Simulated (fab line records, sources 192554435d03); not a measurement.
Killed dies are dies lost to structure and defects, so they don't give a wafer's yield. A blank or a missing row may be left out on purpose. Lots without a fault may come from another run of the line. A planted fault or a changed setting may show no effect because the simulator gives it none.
Chamber matching | flow n5_finfet | N5_MOL_CONTACT_COAG_ETCH_90 on rie_diel-04: 4 sister chambers
The step etches SiARC in CF4, target depth 13 nm, time 21.7 s. 4 wafers are shown with their chamber, then 8 later ones without.

WAFERS WITH THEIR CHAMBER
wafer  | chamber | showerhead_plenum_p_Torr (Torr)
L086.1 | 1       | 2.20
L089.4 | 0       | 2.22
L089.5 | 2       | 2.09
L094.1 | 3       | 2.07

WAFERS WITHOUT THEIR CHAMBER
wafer  | showerhead_plenum_p_Torr (Torr)
L094.4 | 2.08
L094.6 | 2.21
L095.1 | 2.21
L095.3 | 2.09
L095.4 | 2.07
L096.1 | 2.08
L096.3 | 2.19
L096.4 | 2.21

WHICH CHAMBER EACH WENT THROUGH
wafer  | from the rows above     | in truth
L094.4 | can't be placed: 2 or 3 | 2
L094.6 | can't be placed: 1 or 0 | 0
L095.1 | can't be placed: 1 or 0 | 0
L095.3 | 2                       | 2
L095.4 | 3                       | 3
L096.1 | can't be placed: 2 or 3 | 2
L096.3 | 1                       | 1
L096.4 | can't be placed: 1 or 0 | 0
Placed correctly: 3 of 8. Can't be placed from these rows: 5 (the true chamber is among the candidates in 5). Placed wrongly: 0.
How it was worked out, from the rows above alone: a wafer's distance from a chamber is the root of the sum, over the readings, of the square of ((its reading less the chamber's mean) divided by the reading's scatter). The wafer belongs to the nearest chamber; if the next one is less than 2 further off, it can't be placed. A chamber's mean is the mean of its shown wafers. The scatter: with one shown wafer a chamber, the root of the mean of the squares of how far each hidden wafer lies from its nearest shown one.
